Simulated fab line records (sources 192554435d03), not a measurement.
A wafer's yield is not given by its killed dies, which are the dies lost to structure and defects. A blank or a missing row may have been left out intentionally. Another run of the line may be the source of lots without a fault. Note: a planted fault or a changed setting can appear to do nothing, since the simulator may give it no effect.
Chamber matching :: flow n5_finfet :: N5_BEOL_M4_ETCH_70 on rie_diel-04: 4 sister chambers
The step etches SOC in N2/H2, target depth 80 nm, overetch 24 nm, time 130 s. 8 wafers are shown with their chamber, then 8 later ones without.

== WAFERS, EACH WITH ITS CHAMBER ==
wafer: L076.6
chamber: 1
throttle_valve_pct (%): 18.01
drypump_motor_current_A (A): 5.5

wafer: L083.1
chamber: 0
throttle_valve_pct (%): 17.29
drypump_motor_current_A (A): 6.2

wafer: L082.2
chamber: 0
throttle_valve_pct (%): 17.28
drypump_motor_current_A (A): 6.3

wafer: L082.6
chamber: 3
throttle_valve_pct (%): 17.85
drypump_motor_current_A (A): 5.5

wafer: L086.2
chamber: 2
throttle_valve_pct (%): 17.54
drypump_motor_current_A (A): 5.1

wafer: L086.3
chamber: 1
throttle_valve_pct (%): 18.02
drypump_motor_current_A (A): 5.5

wafer: L086.5
chamber: 3
throttle_valve_pct (%): 17.87
drypump_motor_current_A (A): 5.5

wafer: L091.2
chamber: 2
throttle_valve_pct (%): 17.55
drypump_motor_current_A (A): 5.1

== WAFERS WITH NO CHAMBER GIVEN ==
wafer: L091.5
throttle_valve_pct (%): 17.54
drypump_motor_current_A (A): 5.1

wafer: L091.6
throttle_valve_pct (%): 18.05
drypump_motor_current_A (A): 5.4

wafer: L092.1
throttle_valve_pct (%): 17.56
drypump_motor_current_A (A): 5.1

wafer: L092.4
throttle_valve_pct (%): 17.31
drypump_motor_current_A (A): 6.3

wafer: L092.6
throttle_valve_pct (%): 17.32
drypump_motor_current_A (A): 6.3

wafer: L090.2
throttle_valve_pct (%): 17.87
drypump_motor_current_A (A): 5.5

wafer: L090.5
throttle_valve_pct (%): 18.06
drypump_motor_current_A (A): 5.5

wafer: L090.6
throttle_valve_pct (%): 17.58
drypump_motor_current_A (A): 5.2

== WHICH CHAMBER EACH ONE RAN IN ==
wafer: L091.5
from the rows above: 2
in truth: 2

wafer: L091.6
from the rows above: 1
in truth: 1

wafer: L092.1
from the rows above: 2
in truth: 2

wafer: L092.4
from the rows above: 0
in truth: 0

wafer: L092.6
from the rows above: 0
in truth: 0

wafer: L090.2
from the rows above: 3
in truth: 3

wafer: L090.5
from the rows above: 1
in truth: 1

wafer: L090.6
from the rows above: 2
in truth: 2
8 of 8 placed correctly. Not placeable from these rows: 0. Placed wrongly: 0.
How it was worked out, from the rows above alone: a wafer's distance from a chamber is the root of the sum, over the readings, of the square of ((its reading less the chamber's mean) divided by the reading's scatter). If the next closest chamber is less than 2 further off than the closest, the wafer can't be placed; otherwise it belongs to the closest. A chamber's mean is the mean of its shown wafers. The scatter: the root of (the sum of the squares of (reading less its chamber's mean) over the shown wafers, divided by (wafers less chambers)).
